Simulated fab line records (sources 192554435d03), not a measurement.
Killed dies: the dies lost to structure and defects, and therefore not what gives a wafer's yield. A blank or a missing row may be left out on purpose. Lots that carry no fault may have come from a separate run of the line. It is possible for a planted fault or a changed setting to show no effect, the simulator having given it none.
Split-lot experiment + flow n5 finfet + 39 wafers read across 7 lots, on a route 1938 steps long

== SPLIT DETAILS ==
At N5_BEOL_M7_TRENCH_ETCH_37 (etches SiCOH lowk in C4F6/O2, target depth 93.478 nm, time 31.2 s), the setting target depth a was moved away from the recipe's 934.78 angstrom on 6 of the 39 wafers read, by -47.1% to +41.9%. All remaining wafers had this setting at the recipe value.

== FROM THE SPLIT TO THE READING: what the file shows between them, 11 steps ==
- N5_BEOL_M7_ETCH_41: etches SiCN in CH3F/O2, target depth 31.9 nm, time 57.8 s
- N5_BEOL_M7_STRIP_80: strips in N2/H2, time 10 s
- N5_BEOL_M7_OCD_MEAS_38
- N5_BEOL_M7_HM_STRIP_39: strips TiN in peroxide tin strip, target depth 25 nm, time 158 s
- N5_BEOL_M7_SRD_40: time 30 s
- N5_BEOL_M7_ECD_50: material Cu, target thk 300 nm
- N5_BEOL_M7_ANNEAL_51: time 90 s
- N5_BEOL_M7_CMP_52: polishes, stops on SiCOH lowk, t overpolish 6.9 s, target thk 80 nm
- N5_BEOL_M7_THK_MEAS_53: measures by xrf
- N5_BEOL_M7_PRE_CLEAN_55: time 15 s
- N5_BEOL_M7_DEP_56: deposits SiCN from 3MS/NH3, target thk 10 nm, time 17.5 s

== THE READING ==
M7_RS in ohm/sq, measured at N5_BEOL_M7_RS_MEAS_57 by four-point-probe. A value of 0.289 ohm/sq with a standard deviation of 0.009 ohm/sq is what fault-free wafers of this fab line usually give.

| wafer  | tool, chamber at the split | target depth a as run, angstrom | against the recipe | M7_RS, ohm/sq | against lot-mates on the recipe |
|--------|----------------------------|---------------------------------|--------------------|---------------|---------------------------------|
| L077.1 | rie diel-01, 1             | 934.78                          | recipe             | 0.292         | -                               |
| L077.2 | rie diel-01, 2             | 934.78                          | recipe             | 0.301         | -                               |
| L077.3 | rie diel-01, 3             | 934.78                          | recipe             | 0.297         | -                               |
| L077.4 | rie diel-01, 0             | 934.78                          | recipe             | 0.288         | -                               |
| L077.5 | rie diel-01, 1             | 934.78                          | recipe             | 0.307         | -                               |
| L077.6 | rie diel-01, 0             | 934.78                          | recipe             | 0.294         | -                               |
| L078.1 | rie diel-05, 2             | 934.78                          | recipe             | 0.274         | -                               |
| L078.2 | rie diel-05, 0             | 934.78                          | recipe             | 0.291         | -                               |
| L078.3 | rie diel-05, 3             | 934.78                          | recipe             | 0.281         | -                               |
| L078.4 | rie diel-05, 3             | 934.78                          | recipe             | 0.283         | -                               |
| L078.5 | rie diel-05, 2             | 934.78                          | recipe             | 0.283         | -                               |
| L078.6 | rie diel-05, 0             | 934.78                          | recipe             | 0.279         | -                               |
| L079.1 | rie diel-05, 3             | 934.78                          | recipe             | 0.306         | -                               |
| L079.2 | rie diel-05, 0             | 934.78                          | recipe             | 0.305         | -                               |
| L079.3 | rie diel-05, 2             | 934.78                          | recipe             | 0.281         | -                               |
| L079.4 | rie diel-05, 1             | 934.78                          | recipe             | 0.293         | -                               |
| L079.5 | rie diel-05, 2             | 934.78                          | recipe             | 0.291         | -                               |
| L079.6 | rie diel-05, 3             | 934.78                          | recipe             | 0.300         | -                               |
| L081.1 | rie diel-01, 1             | 934.78                          | recipe             | 0.295         | -                               |
| L081.2 | rie diel-01, 2             | 934.78                          | recipe             | 0.287         | -                               |
| L081.3 | rie diel-01, 0             | 934.78                          | recipe             | 0.282         | -                               |
| L081.4 | rie diel-01, 3             | 934.78                          | recipe             | 0.286         | -                               |
| L081.5 | rie diel-01, 3             | 934.78                          | recipe             | 0.287         | -                               |
| L081.6 | rie diel-01, 0             | 934.78                          | recipe             | 0.284         | -                               |
| L085.1 | rie diel-01, 3             | 934.78                          | recipe             | 0.292         | -                               |
| L085.2 | rie diel-01, 2             | 934.78                          | recipe             | 0.295         | -                               |
| L085.3 | rie diel-01, 1             | 934.78                          | recipe             | 0.287         | -                               |
| L085.4 | rie diel-01, 0             | 494.4                           | -47.1%             | 0.831         | +0.540                          |
| L085.5 | rie diel-01, 1             | 494.4                           | -47.1%             | 0.777         | +0.486                          |
| L085.6 | rie diel-01, 2             | 494.4                           | -47.1%             | 0.799         | +0.508                          |
| L088.1 | rie diel-05, 2             | 934.78                          | recipe             | 0.283         | -                               |
| L088.4 | rie diel-05, 1             | 934.78                          | recipe             | 0.293         | -                               |
| L088.5 | rie diel-05, 2             | 934.78                          | recipe             | 0.284         | -                               |
| L092.1 | rie diel-01, 3             | 934.78                          | recipe             | 0.303         | -                               |
| L092.2 | rie diel-01, 1             | 1326                            | +41.9%             | 0.188         | -0.114                          |
| L092.3 | rie diel-01, 0             | 1326                            | +41.9%             | 0.182         | -0.120                          |
| L092.4 | rie diel-01, 1             | 934.78                          | recipe             | 0.300         | -                               |
| L092.5 | rie diel-01, 3             | 934.78                          | recipe             | 0.302         | -                               |
| L092.6 | rie diel-01, 0             | 1326                            | +41.9%             | 0.184         | -0.118                          |

FIT RESULTS
A straight line over all 39 wafers: M7_RS changes by -0.00715 ohm/sq for each +1% of target depth a; r = -0.88; the points scatter about the line by 0.069 ohm/sq.
The same after taking each lot's own level away (the mean of its wafers on the recipe; 39 wafers): -0.00726 ohm/sq for each +1%; r = -0.89; scatter 0.067 ohm/sq.
Per that fit: largest target depth a move, reading shift of 0.34 ohm/sq.
Measured against the standard deviation above, the lots' own levels, which go from 0.2818 to 0.3017 ohm/sq, span 2.2 times it.
So the lot-to-lot level changes the slope little: the two slopes agree.
Check: for one of the wafers moved furthest among these (-47.1%), held out of the fit, the line's prediction against its lot-mates is +0.324 ohm/sq. Against them it came out at +0.54 ohm/sq.

== THE OTHER SPLITS THESE WAFERS WENT THROUGH ==
These wafers also went through other splits before the reading. Each is held against what the fit with the lots' levels taken away leaves over:
| other split on the same wafers  | wafers away from the commonest value | r with M7_RS (lot level and that fit taken away) |
|---------------------------------|--------------------------------------|--------------------------------------------------|
| N5_GATE_CUT_ALD_22 ald cycles   | 18                                   | +0.03                                            |
| N5_BEOL_M0_SAQP_PECVD_00 time s | 18                                   | -0.07                                            |
| N5_BEOL_M6_DEP_56 time s        | 18                                   | +0.12                                            |

== THE WHOLE CHAIN: every reading that the file lists as answering this split, in the file's order ==
| step                      | what it does                                                        | reading                                                                          | change (the file's fit)                | r (the file's) |
|---------------------------|---------------------------------------------------------------------|----------------------------------------------------------------------------------|----------------------------------------|----------------|
| N5_BEOL_M7_TRENCH_ETCH_37 | etches SiCOH lowk in C4F6/O2, target depth 93.478 nm, time 31.2 s   | BEOL_M7.feature depth nm (the simulator's own value, which no gauge read)        | +0.942 nm for each +1% of the setting  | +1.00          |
| N5_BEOL_M7_TRENCH_ETCH_37 | etches SiCOH lowk in C4F6/O2, target depth 93.478 nm, time 31.2 s   | etch.depth nm (the simulator's own value, which no gauge read)                   | +0.942 nm for each +1% of the setting  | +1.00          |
| N5_BEOL_M7_TRENCH_ETCH_37 | etches SiCOH lowk in C4F6/O2, target depth 93.478 nm, time 31.2 s   | TiN_of_BEOL_M7_HM_DEP_02.thk nm (the simulator's own value, which no gauge read) | -0.0281 nm for each +1% of the setting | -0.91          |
| N5_BEOL_M7_OCD_MEAS_38    |                                                                     | trench depth nm                                                                  | +0.94 nm for each +1% of the setting   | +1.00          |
| N5_BEOL_M7_CMP_52         | polishes, stops on SiCOH lowk, t overpolish 6.9 s, target thk 80 nm | Cu_of_BEOL_M7_ECD_50.thk nm (the simulator's own value, which no gauge read)     | +0.95 nm for each +1% of the setting   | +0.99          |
| N5_BEOL_M7_THK_MEAS_53    | measures by xrf                                                     | M7_THK                                                                           | +0.937 for each +1% of the setting     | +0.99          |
| N5_BEOL_M7_RS_MEAS_57     | measures by four-point-probe                                        | M7_RS                                                                            | -0.0073 for each +1% of the setting    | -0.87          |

== THE FILE'S OWN FIT ==
M7_RS changes by -0.0073 ohm/sq for each +1% of target depth a, r = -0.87.
